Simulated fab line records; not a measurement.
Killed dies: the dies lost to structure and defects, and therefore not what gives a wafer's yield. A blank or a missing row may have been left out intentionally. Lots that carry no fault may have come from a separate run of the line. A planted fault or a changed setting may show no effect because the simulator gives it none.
fab line records	flow n5_finfet
[record] lots = 5	wafers = 15	last_day = 18
route steps=1938 shown STI_FIN_REVEAL@209 DUMMY_GATE@212 SD_EPI_N@272 SD_EPI_P@305 BEOL_M4@1111 PASSIVATION@1936
lots that met no fault: from a run of the same line without faults
start_h: hours from the record's opening day to when the first of the lot's shown wafers began	wait_h: time in hours since the lot's previous step	" unchanged from the row above	L1.1+2: a single row standing in for several wafers	- no value, or no start was given	* or withheld: withheld	< > ~ a bound
route shown NAME@n: names a module that has steps shown in the file, with the first one's number in the route	usual: mean/standard deviation taken from wafers without a fault	same: alike in all rows	chamber/n: place in a boat	sites: the reading at each site	_std_site: the values' standard deviation	_edge_site: outer sites' mean less inner sites'	radius_mm: how far each site lies from the wafer's centre	mask NAME#n: copy n	behind: tool/chamber where the wafer was last shaped	hold: reason for holding the lot/hours on hold/outcome of the hold	device: whichever transistor did not switch (one of n, p or np)	end of line: the same wafers' tests at the end of the route	for a step that has no rows: nothing shown but its recipe	killed: count of dies lost to structure and defects at first sort (not the wafer's yield)	map: a wafer's dies, marking killed ones x, the rest . and places with no die _
set.NAME: setting as actually run; set.NAME@STEP: the setting as run at that earlier step	model.NAME: the simulator's own value behind a step, which no gauge read
a table for each step, a row for each wafer; lots at some steps of the route
services: from which hour (start_h, from the record's first day; less than 0 if before it) a tool's chamber was out of use, for how many hours, and why
[[steps]]
[step N5_STI_FIN_REVEAL_PRECLEAN_18]
[recipe] chemistry = SC2	time_s = 45	temp_c = 35	mix = 1:1:50
[step N5_STI_FIN_REVEAL_SRD_28]
[recipe] dry = ipa_marangoni	time_s = 30	temp_c = 23	rinse_liquid = diw
[step N5_STI_FIN_REVEAL_INSPECT_13]
[recipe] inspect_instrument = darkfield	mode = post_clean
[usual] raw_defect_count = 10/4.5
lot.wafer	tool	chamber	start_h	wait_h	raw_defect_count
L205.2	defect_inspect-02	-	38.62	0.0	6
L205.3	"	-	"	"	7
L205.6	"	-	"	"	5
L209.1	defect_inspect-02	-	64.05	0.0	6
L209.3	"	-	"	"	13
L209.5	"	-	"	"	7
L222.1	defect_inspect-02	-	138.82	0.0	4
L222.3	"	-	"	"	17
L222.4	"	-	"	"	7
L223.3	defect_inspect-01	-	145.92	0.0	10
L223.5	"	-	"	"	9
L223.6	"	-	"	"	5
L228.2	defect_inspect-01	-	177.92	0.0	13
L228.4	"	-	"	"	17
L228.6	"	-	"	"	9
[step N5_DUMMY_GATE_PRECLEAN_00]
[recipe] chemistry = O3/DIW	time_s = 60	temp_c = 22	o3_ppm = 10
[step N5_DUMMY_GATE_SRD_01]
[recipe] time_s = 30	temp_c = 23	rinse_liquid = diw	dry = ipa_marangoni
[step N5_DUMMY_GATE_ALD_02]
[recipe] material = SiO2	target_thk_a = 20	temp_c = 300	ald_precursor_family = BDEAS	ald_co_reactant = O2-plasma	pulse_time_s = 1	pressure_torr = 2
[step N5_DUMMY_GATE_CVD_03]
[recipe] material = a-Si	target_thk_a = 1500	temp_c = 530	precursor = SiH4	time_s = 8042
[step N5_DUMMY_GATE_PRECLEAN_46]
[recipe] chemistry = DIW	time_s = 89.5	temp_c = 23
[step N5_DUMMY_GATE_SRD_47]
[recipe] dry_time_s = 32	dry = n2_spin	spin_rpm = 1500
[step N5_DUMMY_GATE_CMP_04]
[recipe] material = a-Si	post_cmp_clean = alkaline_brush
[usual] motor_current_A = 10.1/1.2	pad_life_wafers = 1206/680	time_to_endpoint_s = 14.1/1.9
lot.wafer	tool	chamber	start_h	wait_h	motor_current_A	pad_life_wafers	time_to_endpoint_s
L205.3	cmp-03	2	42.55	0.0	9.9	990	15.9
L205.2	"	3	"	"	11.7	991	16.1
L205.6	"	2	"	"	10.3	-	16.4
L209.3	cmp-01	3	68.14	0.0	8.7	138	11.2
L209.1	"	2	"	"	9.4	141	11.1
L209.5	"	3	"	"	9.3	-	15.0
L222.4	cmp-03	1	143.25	0.0	8.8	1752	16.5
L222.1	"	3	"	"	12.1	1754	14.8
L222.3	"	0	"	"	10.5	1755	13.8
L223.3	cmp-04	0	149.91	0.1	12.3	97	13.6
L223.6	"	3	"	"	8.6	-	13.1
L223.5	"	0	"	"	12.3	-	15.3
L228.2	cmp-04	1	182.42	0.0	8.7	378	13.8
L228.4	"	0	"	"	12.7	381	14.0
L228.6	"	1	"	"	8.7	-	13.9
[step N5_DUMMY_GATE_THK_MEAS_05]
[usual] thk_nm = 72.2/0.98
lot.wafer	tool	chamber	start_h	wait_h	thk_nm
L205.2	film_metro-01	-	42.79	0.2	72.7
L205.3	"	-	"	"	73.0
L205.6	"	-	"	"	72.8
L209.1	film_metro-01	-	68.38	0.1	71.4
L209.3	"	-	"	"	72.6
L209.5	"	-	"	"	71.4
L222.1	film_metro-02	-	143.49	0.1	70.3
L222.3	"	-	"	"	70.8
L222.4	"	-	"	"	72.6
L223.3	film_metro-01	-	150.12	0.2	72.5
L223.5	"	-	"	"	71.7
L223.6	"	-	"	"	72.4
L228.2	film_metro-02	-	182.66	0.2	69.5
L228.4	"	-	"	"	72.5
L228.6	"	-	"	"	71.5
[step N5_DUMMY_GATE_HM_DEP_06]
[recipe] material = SiNx	target_thk_a = 800	precursor = DCS/NH3	temp_c = 700	pressure_mtorr = 300	time_s = 5141
[step N5_DUMMY_GATE_PECVD_30]
[recipe] material = SiO2	target_thk_a = 550	temp_c = 400	precursor = TEOS/O2	pressure_torr = 6.5	rf_w = withheld	teos_flow_sccm = withheld	gas = O2	flow_sccm = 2650	time_s = 10.8
[usual] chamber_pressure_Torr = 6.499/0.014
lot.wafer	tool	chamber	start_h	wait_h	chamber_pressure_Torr
L205.2	pecvd-01	1	46.76	0.0	6.491
L205.3	"	1	"	"	6.509
L205.6	"	1	"	"	6.493
L209.1	pecvd-03	0	72.35	0.0	6.495
L209.3	"	2	"	"	6.491
L209.5	"	2	"	"	6.505
L222.1	pecvd-03	2	147.46	0.0	6.497
L222.3	"	2	"	"	6.509
L222.4	"	1	"	"	6.498
L223.3	pecvd-01	0	154.09	0.0	6.489
L223.5	"	1	"	"	6.512
L223.6	"	2	"	"	6.485
L228.2	pecvd-01	1	190.76	0.0	6.519
L228.4	"	2	"	"	6.522
L228.6	"	1	"	"	6.515
[step N5_DUMMY_GATE_COAT_34]
[recipe] resist = SOC	temp_c = 250	time_s = 60	spin_rpm = 1500	resist_thk_nm = 60
[step N5_DUMMY_GATE_COAT_35]
[recipe] resist = SiARC	temp_c = 220	time_s = 60	spin_rpm = 1500	resist_thk_nm = 10
[step N5_DUMMY_GATE_COAT_28]
[recipe] resist = underlayer	temp_c = 205	time_s = 60	spin_rpm = 1500	resist_thk_nm = 10
[step N5_DUMMY_GATE_COAT_09]
[recipe] resist = CAR-EUV	spin_rpm = 1500	resist_thk_nm = 30
[step N5_DUMMY_GATE_EBR_11]
[recipe] solvent = PGMEA	ebr_width_mm = 1.5
[step N5_DUMMY_GATE_SOFTBAKE_10]
[recipe] temp_c = 110	time_s = 60	resist = CAR-EUV
[step N5_DUMMY_GATE_EXPOSE_12]
[recipe] mask_id = GATE	na = 0.33	source_shape = annular	sigma_inner = 0.2	sigma_outer = 0.6	polarization = unpolarized	target_cd_nm = 25	dose_mj = 34
[step N5_DUMMY_GATE_PEB_13]
[recipe] peb_temp_c = 100	peb_time_s = 60	resist = CAR-EUV
[step N5_DUMMY_GATE_DEVELOP_14]
[recipe] develop_time_s = 30	developer = TMAH	resist = CAR-EUV	rinse_liquid = surfactant_rinse	dry = air_spin	dev_temp_c = 23
[step N5_DUMMY_GATE_CD_MEAS_15]
[recipe] target_cd_nm = 25.8	landing_energy_ev = 500	detector = se_inlens
[usual] cd_nm = 24.97/0.22
lot.wafer	tool	chamber	start_h	wait_h	cd_nm
L205.2	cd_sem-01	0	47.10	-	25.07
L205.3	"	0	"	"	24.60
L205.6	"	0	"	"	24.59
L209.1	cd_sem-03	0	72.67	-	25.16
L209.3	"	0	"	"	24.67
L209.5	"	0	"	"	25.11
L222.1	cd_sem-03	0	147.92	-	24.90
L222.3	"	0	"	"	25.09
L222.4	"	0	"	"	25.05
L223.3	cd_sem-03	0	154.42	-	24.73
L223.5	"	0	"	"	25.14
L223.6	"	0	"	"	24.78
L228.2	cd_sem-03	0	191.22	-	24.88
L228.4	"	0	"	"	24.35
L228.6	"	0	"	"	25.01
[step N5_DUMMY_GATE_OVL_MEAS_16]
[recipe] points_per_wafer = 522
[usual] GATE_OVL = 0.3/0.78
lot.wafer	tool	chamber	start_h	wait_h	GATE_OVL[nm]
L205.2	overlay-01	0	47.14	0.0	0.4
L205.3	"	0	"	"	0.4
L205.6	"	0	"	"	1.5
L209.1	overlay-01	0	72.71	0.0	-0.3
L209.3	"	0	"	"	-0.1
L209.5	"	0	"	"	-1.2
L222.1	overlay-01	0	147.96	0.0	0.9
L222.3	"	0	"	"	1.0
L222.4	"	0	"	"	1.5
L223.3	overlay-01	0	154.46	0.0	0.7
L223.5	"	0	"	"	-0.2
L223.6	"	0	"	"	0.0
L228.2	overlay-01	0	191.26	0.0	0.2
L228.4	"	0	"	"	-0.6
L228.6	"	0	"	"	-0.6
[step N5_DUMMY_GATE_INSPECT_17]
[recipe] mode = adi	inspect_instrument = brightfield
[usual] raw_defect_count = 180/45
lot.wafer	tool	chamber	start_h	wait_h	raw_defect_count
L205.2	defect_inspect-01	-	47.20	0.0	131
L205.3	"	-	"	"	195
L205.6	"	-	"	"	117
L209.1	defect_inspect-02	-	72.77	0.1	216
L209.3	"	-	"	"	132
L209.5	"	-	"	"	164
L222.1	defect_inspect-01	-	148.02	0.1	240
L222.3	"	-	"	"	203
L222.4	"	-	"	"	161
L223.3	defect_inspect-01	-	154.51	0.0	189
L223.5	"	-	"	"	138
L223.6	"	-	"	"	83
L228.2	defect_inspect-01	-	191.31	0.0	185
L228.4	"	-	"	"	172
L228.6	"	-	"	"	213
[step N5_DUMMY_GATE_DESCUM_20]
[recipe] chemistry = O2	time_s = 6.2	source_power_w = 50	bias_power_w = 20	pressure_mtorr = 20	rf_frequency_hz = 2.712e+07	temp_c = 40	resist = CAR-EUV	o2_flow_sccm = 225
[step N5_DUMMY_GATE_ETCH_29]
[recipe] chemistry = N2/H2	target = underlayer	target_depth_a = 130	ion_energy_ev = 200	pressure_mtorr = 30	source_w = 840	bias_w = 150	n2_flow_sccm = 200	h2_flow_sccm = 200
[step N5_DUMMY_GATE_ETCH_36]
[recipe] chemistry = CF4	target = SiARC	target_depth_a = 130	pressure_mtorr = 40	source_w = 545	bias_w = 36	Ar_flow_sccm = 100	cf4_flow_sccm = 100	ion_energy_ev = 80
[step N5_DUMMY_GATE_ETCH_37]
[recipe] chemistry = N2/H2	target = SOC	target_depth_a = 600	overetch_a = 300	temp_c = 40	ion_energy_ev = 200	pressure_mtorr = 30	source_w = 840	bias_w = 150	n2_flow_sccm = 200	h2_flow_sccm = 200
[step N5_DUMMY_GATE_STRIP_38]
[recipe] chemistry = N2/H2	temp_c = 40	n2_flow_sccm = 200	h2_flow_sccm = 200	rf_frequency_hz = 6e+07
[step N5_DUMMY_GATE_STRIP_39]
[recipe] chemistry = N2/H2	temp_c = 40	n2_flow_sccm = 200	h2_flow_sccm = 200	rf_frequency_hz = 6e+07
[step N5_DUMMY_GATE_TRIM_49]
[recipe] chemistry = O2	resist = SOC	time_s = 29	target_cd_nm = 14	source_power_w = 300	bias_power_w = 0	O2_flow_sccm = 100	temp_c = 20
[step N5_DUMMY_GATE_STRIP_40]
[recipe] chemistry = CF4	resist = SiARC	power_w = 300	bias_power_w = 75	pressure_mtorr = 50	cf4_flow_sccm = 150	rf_frequency_hz = 6e+07
[usual] drypump_motor_current_A = 5.8/0.36	oes_product_au = 0.74/0.051	power_w = 300.1/0.89	rf_vpp_V = 270.9/1.6	showerhead_plenum_p_Torr = 1.78/0.053	throttle_valve_pct = 13.65/0.22
lot.wafer	tool	chamber	start_h	wait_h	drypump_motor_current_A	oes_product_au	power_w	rf_hours_counter_h	rf_vpp_V	showerhead_plenum_p_Torr	throttle_valve_pct
L205.2	rie_diel-03	0	47.77	0.2	6.1	0.78	300.9	138	269.8	1.72	13.61
L205.3	"	2	"	"	6.2	0.76	300.2	127	270.0	1.74	13.50
L205.6	"	0	"	"	6.1	0.78	300.8	-	270.4	1.72	13.61
L209.1	rie_diel-02	1	73.68	0.1	5.7	0.78	300.9	107	267.8	1.67	13.15
L209.3	"	3	"	"	6.3	0.70	299.3	226	272.5	1.85	13.51
L209.5	"	2	"	"	5.1	0.68	299.7	-	271.4	1.77	13.54
L222.1	rie_diel-02	1	148.38	0.1	5.7	0.75	299.6	125	267.1	1.67	13.20
L222.3	"	3	"	"	6.3	0.69	299.8	248	271.7	1.84	13.56
L222.4	"	3	"	"	6.3	0.69	299.5	-	272.9	1.84	13.57
L223.3	rie_diel-04	0	155.13	0.1	5.6	0.70	300.5	193	269.4	1.78	13.91
L223.5	"	0	"	"	5.6	0.70	301.0	-	270.9	1.78	13.93
L223.6	"	3	"	"	5.8	0.72	302.1	-	268.9	1.78	13.81
L228.2	rie_diel-02	1	192.23	0.4	5.7	0.74	299.6	141	267.1	1.66	13.23
L228.4	"	3	"	"	6.3	0.96	299.7	1	271.9	1.84	13.02
L228.6	"	0	"	"	5.7	0.73	299.4	-	272.1	1.79	13.78
[step N5_DUMMY_GATE_CD_MEAS_50]
[recipe] target_cd_nm = 14
[usual] cd_nm = 14.1/0.32
lot.wafer	tool	chamber	start_h	wait_h	cd_nm
L205.2	cd_sem-02	-	47.83	0.0	14.4
L205.3	"	-	"	"	14.5
L205.6	"	-	"	"	14.4
L209.1	cd_sem-03	-	73.73	0.0	13.6
L209.3	"	-	"	"	13.9
L209.5	"	-	"	"	14.4
L222.1	cd_sem-03	-	148.43	0.0	14.4
L222.3	"	-	"	"	14.4
L222.4	"	-	"	"	14.3
L223.3	cd_sem-03	-	155.18	0.0	13.8
L223.5	"	-	"	"	14.3
L223.6	"	-	"	"	13.5
L228.2	cd_sem-01	-	192.28	0.0	14.8
L228.4	"	-	"	"	14.4
L228.6	"	-	"	"	14.7
[step N5_DUMMY_GATE_ETCH_31]
[recipe] chemistry = C4F6/O2	target = SiO2	mask_material = SOC	target_depth_a = 825	time_s = 27.5	ion_energy_ev = 250	pressure_mtorr = 30	source_w = 345	bias_w = 185	Ar_flow_sccm = 300	C4F6_flow_sccm = 10	O2_flow_sccm = 10
[step N5_DUMMY_GATE_STRIP_41]
[recipe] chemistry = O2	power_w = 400	temp_c = 40	pressure_mtorr = 30	rf_frequency_hz = 6e+07	bias_power_w = 0	overash_fraction = 0.3	o2_flow_sccm = 225
[step N5_DUMMY_GATE_HM_OPEN_21]
[recipe] chemistry = CH3F/O2	target = SiNx	target_depth_a = 1200	Ar_flow_sccm = 150	CH3F_flow_sccm = 30	O2_flow_sccm = 23	time_s = 171.4	pressure_mtorr = 30	source_w = 395	bias_w = 73	ion_energy_ev = 120.7
[step N5_DUMMY_GATE_ETCH_32]
[recipe] chemistry = CF4	target = SiO2	target_depth_a = 35	time_s = 3.9	ion_energy_ev = 350	pressure_mtorr = 10	icp_w = 800	bias_w = 400	cf4_flow_sccm = 80
[usual] drypump_motor_current_A = 5.6/0.42	oes_product_au = 0.990/0.017	throttle_valve_pct = 21.71/0.25
lot.wafer	tool	chamber	start_h	wait_h	drypump_motor_current_A	oes_product_au	rf_hours_counter_h	throttle_valve_pct
L205.2	rie_si-03	3	48.15	0.1	5.2	0.990	180	21.55
L205.3	"	0	"	"	5.4	1.007	6	21.39
L205.6	"	0	"	"	5.4	1.004	-	21.38
L209.1	rie_si-03	3	74.03	0.1	5.2	0.975	181	21.55
L209.3	"	1	"	"	5.3	0.979	196	21.36
L209.5	"	0	"	"	5.4	0.998	-	21.38
L222.1	rie_si-04	3	148.72	0.1	5.8	0.982	2	21.57
L222.3	"	2	"	"	5.7	0.985	20	21.91
L222.4	"	2	"	"	5.7	0.985	-	21.89
L223.3	rie_si-04	2	155.47	0.1	5.7	0.977	21	21.90
L223.5	"	2	"	"	5.7	0.976	-	21.90
L223.6	"	1	"	"	6.2	1.021	-	21.98
L228.2	rie_si-02	1	192.57	0.1	5.3	0.962	10	22.05
L228.4	"	0	"	"	5.2	1.000	14	21.58
L228.6	"	3	"	"	5.5	0.981	-	21.87
[step N5_DUMMY_GATE_ETCH_23]
[recipe] chemistry = HBr/Cl2/O2	HBr_flow_sccm = 150	Cl2_flow_sccm = 80	O2_flow_sccm = 12	bias_w = 102	target_depth_a = 410	time_s = 22.3	target = poly-Si	mask_material = SiO2	pressure_mtorr = 10	icp_w = 800
[step N5_DUMMY_GATE_ETCH_44]
[recipe] chemistry = HBr/O2	over_etch_frac = 0.7	target_depth_a = 1275	stop_on = SiO2	ion_energy_ev = 60	bias_w = 20	target = poly-Si	mask_material = SiO2	pressure_mtorr = 20	icp_w = 400	HBr_flow_sccm = 120	O2_flow_sccm = 10
[usual] HBr_flow_sccm = 120.0/0.33	O2_flow_sccm = 10.000/0.028	drypump_motor_current_A = 5.6/0.41	oes_product_au = 0.721/0.011	throttle_valve_pct = 18.45/0.25
lot.wafer	tool	chamber	start_h	wait_h	HBr_flow_sccm	O2_flow_sccm	drypump_motor_current_A	oes_product_au	rf_hours_counter_h	throttle_valve_pct
L205.2	rie_si-03	3	48.24	0.0	120.3	10.011	5.2	0.726	180	18.35
L205.3	"	0	"	"	119.9	10.006	5.4	0.730	6	18.04
L205.6	"	0	"	"	120.3	9.962	5.4	0.728	-	18.05
L209.1	rie_si-03	3	74.12	0.0	119.8	9.978	5.2	0.721	181	18.35
L209.3	"	1	"	"	120.3	10.004	5.3	0.720	196	18.09
L209.5	"	0	"	"	120.2	9.985	5.4	0.723	-	18.06
L222.1	rie_si-04	3	148.81	0.0	120.2	10.010	5.8	0.719	2	18.29
L222.3	"	2	"	"	120.1	10.028	5.7	0.713	20	18.68
L222.4	"	2	"	"	120.0	10.031	5.7	0.714	-	18.68
L223.3	rie_si-04	2	155.56	0.0	120.4	9.999	5.7	0.716	21	18.68
L223.5	"	2	"	"	120.7	10.007	5.7	0.709	-	18.68
L223.6	"	1	"	"	120.2	9.974	6.3	0.744	-	18.66
L228.2	rie_si-02	1	192.66	0.0	119.9	9.975	5.3	0.695	10	18.84
L228.4	"	0	"	"	120.1	9.997	5.2	0.727	14	18.40
L228.6	"	3	"	"	120.2	9.987	5.5	0.714	-	18.65
[step N5_DUMMY_GATE_CD_MEAS_24]
[recipe] target_cd_nm = 15
[usual] cd_nm = 15.1/0.33
lot.wafer	tool	chamber	start_h	wait_h	cd_nm
L205.2	cd_sem-02	-	48.35	0.1	15.3
L205.3	"	-	"	"	15.4
L205.6	"	-	"	"	15.1
L209.1	cd_sem-03	-	74.23	0.1	14.9
L209.3	"	-	"	"	14.6
L209.5	"	-	"	"	15.3
L222.1	cd_sem-01	-	148.92	0.1	15.5
L222.3	"	-	"	"	15.0
L222.4	"	-	"	"	15.4
L223.3	cd_sem-03	-	155.68	0.1	15.0
L223.5	"	-	"	"	15.3
L223.6	"	-	"	"	14.1
L228.2	cd_sem-03	-	192.78	0.1	15.8
L228.4	"	-	"	"	14.9
L228.6	"	-	"	"	15.4
[step N5_DUMMY_GATE_ETCH_42]
[recipe] chemistry = CHF3/O2	target = SiO2	target_depth_a = 35	time_s = 31	ion_energy_ev = 30	bias_w = 12	pressure_mtorr = 30	source_w = 600	Ar_flow_sccm = 200	CHF3_flow_sccm = 50	O2_flow_sccm = 5
[usual] CHF3_flow_sccm = 50.01/0.14	O2_flow_sccm = 4.999/0.017	drypump_motor_current_A = 5.8/0.43	oes_product_au = 0.75/0.053	rf_vpp_V = 42.3/0.9	showerhead_plenum_p_Torr = 2.37/0.075	throttle_valve_pct = 18.76/0.22
lot.wafer	tool	chamber	start_h	wait_h	CHF3_flow_sccm	O2_flow_sccm	drypump_motor_current_A	oes_product_au	rf_hours_counter_h	rf_vpp_V	showerhead_plenum_p_Torr	throttle_valve_pct
L205.2	rie_diel-02	1	48.40	0.0	50.05	5.034	5.7	0.80	99	42.4	2.24	18.29
L205.3	"	2	"	"	50.00	4.994	5.2	0.69	223	41.3	2.38	18.62
L205.6	"	2	"	"	50.10	5.008	5.1	0.69	-	42.4	2.38	18.62
L209.1	rie_diel-02	0	74.28	0.0	50.06	5.000	5.7	0.77	111	42.7	2.43	18.98
L209.3	"	2	"	"	50.04	4.989	5.1	0.68	231	41.2	2.37	18.64
L209.5	"	3	"	"	49.84	5.014	6.2	0.70	-	42.1	2.48	18.59
L222.1	rie_diel-03	3	148.97	0.0	50.02	4.979	6.2	0.81	96	42.5	2.33	18.75
L222.3	"	0	"	"	50.35	5.004	6.1	0.76	168	41.0	2.31	18.93
L222.4	"	2	"	"	50.25	5.018	6.2	0.74	156	41.7	2.32	18.74
L223.3	rie_diel-02	1	155.72	0.0	50.11	4.998	5.7	0.78	128	42.9	2.23	18.34
L223.5	"	1	"	"	49.90	4.993	5.7	0.77	-	42.6	2.23	18.33
L223.6	"	0	"	"	50.01	4.980	5.7	0.75	-	42.9	2.42	19.01
L228.2	rie_diel-03	0	192.89	0.1	49.96	4.990	6.1	0.76	182	43.3	2.30	18.95
L228.4	"	2	"	"	49.99	4.979	6.2	0.73	-	42.1	2.31	18.78
L228.6	"	0	"	"	50.23	4.979	6.1	0.76	-	42.1	2.30	18.94
[step N5_SD_EPI_N_INSPECT_11]
[recipe] mode = adi	inspect_instrument = macro
[usual] raw_defect_count = 2.2/1.5
lot.wafer	tool	chamber	start_h	wait_h	raw_defect_count
L205.2	defect_inspect-01	-	49.69	0.0	3
L205.3	"	-	"	"	6
L205.6	"	-	"	"	5
L209.1	defect_inspect-02	-	75.57	0.0	19
L209.3	"	-	"	"	0
L209.5	"	-	"	"	1
L222.1	defect_inspect-01	-	151.75	0.0	1
L222.3	"	-	"	"	2
L222.4	"	-	"	"	3
L223.3	defect_inspect-02	-	158.47	0.0	4
L223.5	"	-	"	"	2
L223.6	"	-	"	"	4
L228.2	defect_inspect-01	-	194.18	0.0	3
L228.4	"	-	"	"	1
L228.6	"	-	"	"	2
[step N5_SD_EPI_P_INSPECT_11]
[recipe] mode = adi	inspect_instrument = macro
[usual] raw_defect_count = 2.3/1.4
lot.wafer	tool	chamber	start_h	wait_h	raw_defect_count
L205.2	defect_inspect-01	-	54.47	0.0	5
L205.3	"	-	"	"	2
L205.6	"	-	"	"	0
L209.1	defect_inspect-01	-	80.71	0.0	22
L209.3	"	-	"	"	4
L209.5	"	-	"	"	5
L222.1	defect_inspect-02	-	157.53	0.0	0
L222.3	"	-	"	"	3
L222.4	"	-	"	"	4
L223.3	defect_inspect-01	-	162.77	0.0	1
L223.5	"	-	"	"	3
L223.6	"	-	"	"	2
L228.2	defect_inspect-01	-	198.63	0.0	3
L228.4	"	-	"	"	4
L228.6	"	-	"	"	2
[step N5_BEOL_M4_RC_MEAS_101]
[usual] DIBL_N = 35.7/1.3	DIBL_P = 35.4/1.8	IOFF_N = 0.152/0.027	IOFF_P = 0.20/0.034	ION_N = 672/9.8	ION_P = 461/7.5	SS_N = 71.4/0.55	SS_P = 73.1/0.61	VT_N = 251/3.3	VT_P = -251/3.6
lot.wafer	tool	chamber	start_h	wait_h	DIBL_N[mV/V]	DIBL_P[mV/V]	IOFF_N[nA/um]	IOFF_P[nA/um]	ION_N[uA/um]	ION_P[uA/um]	SS_N[mV/dec]	SS_P[mV/dec]	VT_N[mV]	VT_P[mV]
L205.2	prober-02	0	162.89	0.2	34.8	37.0	0.161	0.23	683	471	71.2	73.2	247	-247
L205.3	"	0	"	"	36.3	38.8	0.196	0.26	688	473	71.1	73.5	245	-245
L205.6	"	0	"	"	35.8	38.0	0.179	0.25	684	472	71.4	73.3	246	-246
L209.1	prober-01	0	191.09	0.0	36.1	37.9	0.183	0.20	686	468	71.6	73.1	250	-254
L209.3	"	0	"	"	35.8	36.7	0.166	0.18	681	458	71.2	72.8	251	-255
L209.5	"	0	"	"	36.6	37.1	0.186	0.19	682	456	71.3	73.1	248	-254
L222.1	prober-01	0	278.95	0.0	34.8	32.8	0.136	0.18	670	458	71.3	72.6	252	-252
L222.3	"	0	"	"	34.5	33.8	0.143	0.19	681	463	71.1	73.5	252	-250
L222.4	"	0	"	"	33.6	31.4	0.121	0.16	662	456	70.7	73.1	252	-250
L223.3	prober-02	0	280.97	0.3	36.0	35.6	0.147	0.22	670	469	70.9	72.6	251	-246
L223.5	"	0	"	"	35.9	35.6	0.153	0.23	679	468	71.2	74.3	247	-249
L223.6	"	0	"	"	37.2	36.6	0.167	0.25	683	472	72.2	73.5	251	-245
L228.2	prober-02	0	318.63	0.2	33.7	33.3	0.112	0.18	669	470	70.2	72.8	255	-250
L228.4	"	0	"	"	32.7	31.1	0.097	0.15	661	459	71.1	72.6	258	-252
L228.6	"	0	"	"	32.1	30.5	0.093	0.16	651	457	70.2	72.6	257	-253
[step N5_PASSIVATION_PROBE_49]
[usual] defect_limited_yield = 91.5/1.3	killed_at_M0_to_M3 = 33/11	killed_at_M4_up = 14/5.3	killed_at_contacts = 11/6.3	killed_at_front_end = 38/10	killed_at_other = 3.7/2.8	killed_dies = 101/16	killed_open = 67/12	killed_short = 32/7.4	sort_bin_5_function = 5.0/0.86	sort_bin_6_memory = 3.2/0.69	sort_n_pass = 1079/16	sort_yield_pct = 91.5/1.3
[same] gross_dies = 1180	killed_at_back_side = 0	sort_bin_4_leakage[%] = 0	sort_bin_8_speed[%] = 0
lot.wafer	tool	chamber	start_h	wait_h	defect_limited_yield[%]	killed_at_M0_to_M3	killed_at_M4_up	killed_at_contacts	killed_at_front_end	killed_at_other	killed_dies	killed_open	killed_short	sort_bin_5_function[%]	sort_bin_6_memory[%]	sort_n_pass	sort_yield_pct[%]
L209.1	prober-02	-	297.59	0.0	90.4	21	13	27	52	0	113	73	29	5.8	3.6	1067	90.4
L209.3	prober-02	-	297.69	0.1	92.1	17	7	17	51	1	93	66	26	5.0	2.5	1087	92.1
L209.5	prober-02	-	297.79	0.2	89.3	33	11	19	63	0	126	83	38	6.2	3.8	1054	89.3
L228.2	prober-02	-	422.16	0.1	91.9	31	6	15	39	4	95	68	26	4.2	3.5	1085	91.9
L228.4	prober-02	-	422.26	0.2	93.6	23	10	12	22	8	75	56	19	3.8	2.3	1105	93.6
L228.6	prober-02	-	422.36	0.3	91.5	44	10	5	36	5	100	62	36	5.3	3.0	1080	91.5
// killed by level:class
L209.1 MOL_CONTACT_COAG:geometric_particle:open=23 DUMMY_GATE:unspecified=9 BEOL_M0_SAQP:geometric_particle:open=7 FIN_SAQP:geometric_particle:short=6 FIN_SAQP:geometric_particle:open=6 GATE_CUT:geometric_particle:open=6 BEOL_M4:geometric_particle:open=6 STI_FIN_REVEAL:geometric_particle:open=5
L209.3 MOL_CONTACT_COAG:geometric_particle:open=14 FIN_SAQP:geometric_particle:open=11 STI_FIN_REVEAL:geometric_particle:open=11 FIN_SAQP:geometric_particle:short=8 BEOL_M3:geometric_particle:open=6 BEOL_M4:geometric_particle:open=5 STI_FIN_REVEAL:geometric_particle:short=4 MOL_CONTACT_COAG:geometric_particle:short=3
L209.5 FIN_SAQP:geometric_particle:open=15 MOL_CONTACT_COAG:geometric_particle:open=15 FIN_SAQP:geometric_particle:short=11 STI_FIN_REVEAL:geometric_particle:open=11 BEOL_M0_SAQP:geometric_particle:open=9 DUMMY_GATE:geometric_particle:open=8 BEOL_M0_SAQP:geometric_particle:short=7 BEOL_M1:geometric_particle:short=5
L228.2 MOL_CONTACT_COAG:geometric_particle:open=13 STI_FIN_REVEAL:geometric_particle:open=10 BEOL_M3:geometric_particle:open=9 FIN_SAQP:geometric_particle:open=7 FIN_SAQP:geometric_particle:short=7 BEOL_M2:geometric_particle:open=7 BEOL_M1:geometric_particle:open=5 FIN_CUT:geometric_particle:short=3
L228.4 MOL_CONTACT_COAG:geometric_particle:open=8 BEOL_M1:geometric_particle:open=7 BEOL_M3:geometric_particle:open=7 STI_FIN_REVEAL:geometric_particle:open=6 BEOL_M4:geometric_particle:open=6 DUMMY_GATE:geometric_particle:open=5 MOL_CONTACT_COAG:geometric_particle:short=4 BEOL_M2:geometric_particle:open=4
L228.6 BEOL_M3:geometric_particle:open=15 FIN_SAQP:geometric_particle:short=9 STI_FIN_REVEAL:geometric_particle:open=9 BEOL_M0_SAQP:geometric_particle:short=8 BEOL_M0_SAQP:geometric_particle:open=7 BEOL_M2:geometric_particle:open=6 GATE_CUT:geometric_particle:short=6 FIN_SAQP:geometric_particle:open=5
[[services]]
tool	chamber	start_h	hours	kind
rie_diel-03	-	22.85	0.8	repair
cmp-01	-	38.07	9.1	pm
cmp-03	-	45.00	3.0	repair
pecvd-01	0	46.65	5.6	repair
cmp-01	-	50.26	4.0	pm
cmp-03	-	53.50	3.4	repair
pecvd-01	2	59.28	10.3	repair
rie_si-02	-	61.49	0.4	repair
rie_diel-03	1	63.21	7.4	repair
rie_si-04	-	66.26	0.5	repair
rie_si-02	-	67.08	0.9	repair
pecvd-03	-	77.78	0.3	repair
rie_si-04	-	86.98	14.6	pm
cmp-03	-	87.60	6.7	repair
cmp-04	-	100.54	4.1	pm
cmp-04	-	106.85	0.5	repair
rie_diel-02	1	128.59	14.5	repair
cmp-04	-	134.00	4.0	pm
pecvd-01	1	148.27	5.6	repair
pecvd-03	-	152.71	6.0	pm
rie_si-03	-	156.26	0.4	repair
cmp-03	-	158.01	2.5	repair
rie_si-04	-	169.75	0.3	repair
cmp-03	-	175.35	4.0	pm
[[key]]
[first_sign] step = N5_SD_EPI_N_INSPECT_11	reading = raw_defect_count	direction = up	sigmas = 12	usual = 2.2	struck = 19
[effect] step = N5_SD_EPI_P_INSPECT_11	reading = raw_defect_count	direction = up	sigmas = 14	usual = 2.3	struck = 22
met_at N5_DUMMY_GATE_PECVD_30
struck_wafers L209.1
[fault] kind = chamber_particle_source	tool = pecvd-03	chamber = 0	onset_h = 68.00	steps = N5_DUMMY_GATE_PECVD_30	rate_per_visit_cm2 = 0.023467
